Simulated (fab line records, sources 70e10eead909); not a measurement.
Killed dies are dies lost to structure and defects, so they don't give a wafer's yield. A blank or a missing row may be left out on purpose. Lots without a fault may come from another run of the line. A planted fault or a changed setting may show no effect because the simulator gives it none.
Tool commonality check | flow nand_harc | 10 lots, 39 wafers sampled

WHY IT WAS OPENED
At NHARC_A_CHANNEL_HOLE_D1_OVL_MEAS_11 the reading overlay_x_nm is flagged on 3 of 10 lots. Wafers without a fault read -0.3 nm, standard deviation 0.83.
Rule: a lot is flagged when every wafer of it that has a number lies more than 4 standard deviations from that mean, or none has a number. The other lots count as sound.

lot  | measured     | on         | overlay_x_nm (nm), wafer by wafer | flag
L782 | day 9 15:21  | overlay-02 | 0.7 0.1 0.3                       |
L783 | day 9 16:01  | overlay-02 | -0.9 -1.1 -1.1                    |
L784 | day 10 00:08 | overlay-02 | -0.7 0.0 -0.4                     |
L786 | day 10 13:46 | overlay-01 | -1.1 -1.0 -0.7                    |
L793 | day 13 22:13 | overlay-01 | 21.5 20.9 22.4 21.7 21.6 21.5     | FLAGGED
L795 | day 14 18:47 | overlay-01 | 20.8 20.7 20.9 20.7 20.4 20.6     | FLAGGED
L794 | day 14 20:42 | overlay-01 | 22.7 23.0 22.9 22.6 22.9 22.6     | FLAGGED
L800 | day 16 21:48 | overlay-01 | -0.3 0.1 0.0                      |
L801 | day 16 22:42 | overlay-01 | 0.5 0.1 0.4                       |
L803 | day 17 22:47 | overlay-01 | -0.4 -0.4 -0.7                    |
The numbers of the flagged lots are 21.7 nm on average: +22.0 nm against the usual, or +26 standard deviations.

WHICH TOOL RAN EACH LOT
The record holds 1 process step before the reading, out of a route of 1302 steps. In each cell: the tool, then ch and the chambers that the sampled wafers went through, then the start.
lot  | flag    | NHARC_A_CHANNEL_HOLE_D1_EXPOSE_07
L782 |         | arfi_scanner-03 ch 0, day 9 15:07
L783 |         | arfi_scanner-03 ch 0, day 9 15:47
L784 |         | arfi_scanner-01 ch 0, day 9 23:55
L786 |         | arfi_scanner-03 ch 0, day 10 13:33
L793 | FLAGGED | arfi_scanner-03 ch 0, day 13 21:59
L795 | FLAGGED | arfi_scanner-03 ch 0, day 14 18:34
L794 | FLAGGED | arfi_scanner-03 ch 0, day 14 20:28
L800 |         | arfi_scanner-01 ch 0, day 16 21:35
L801 |         | arfi_scanner-01 ch 0, day 16 22:29
L803 |         | arfi_scanner-01 ch 0, day 17 22:33
What these steps do:
- NHARC_A_CHANNEL_HOLE_D1_EXPOSE_07: exposes mask HOLE D1, target cd 100 nm.
- NHARC_A_CHANNEL_HOLE_D1_OVL_MEAS_11

FLAGGED OVER TOTAL, TOOL BY TOOL (the gauges that took the reading come last)
step                                | tool            | lots run | flagged | share of the flagged lots | sound lots run after its first flagged lot
NHARC_A_CHANNEL_HOLE_D1_EXPOSE_07   | arfi_scanner-01 | 4        | 0       | none                      | -
NHARC_A_CHANNEL_HOLE_D1_EXPOSE_07   | arfi_scanner-03 | 6        | 3       | all                       | 0
NHARC_A_CHANNEL_HOLE_D1_OVL_MEAS_11 | overlay-01      | 7        | 3       | all                       | 3 (L800,L801,L803)
NHARC_A_CHANNEL_HOLE_D1_OVL_MEAS_11 | overlay-02      | 3        | 0       | none                      | -

WHAT THE TABLE ALLOWS
2 rows of the table ran every flagged lot: arfi_scanner-03 at NHARC_A_CHANNEL_HOLE_D1_EXPOSE_07, overlay-01 at NHARC_A_CHANNEL_HOLE_D1_OVL_MEAS_11.
- arfi_scanner-03 at NHARC_A_CHANNEL_HOLE_D1_EXPOSE_07: 3 of its 6 lots flagged. Its last sound lot is L786 (day 10 13:33), its first flagged lot L793 (day 13 21:59): a fault that began between those two fits.
- overlay-01 at NHARC_A_CHANNEL_HOLE_D1_OVL_MEAS_11: 3 of its 7 lots flagged. Sound lots ran on it after the first flagged one (L800, L801, L803), which a lasting fault on the whole tool wouldn't allow.
One tool is left: arfi_scanner-03 at NHARC_A_CHANNEL_HOLE_D1_EXPOSE_07.

WHAT THE SIMULATOR HAD PUT IN
Scanner matching overlay: arfi_scanner-03, from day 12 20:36 on, at NHARC_A_CHANNEL_HOLE_D1_EXPOSE_07. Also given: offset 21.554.
Lots struck among those shown: L793, L795, L794. The rule above found the same.
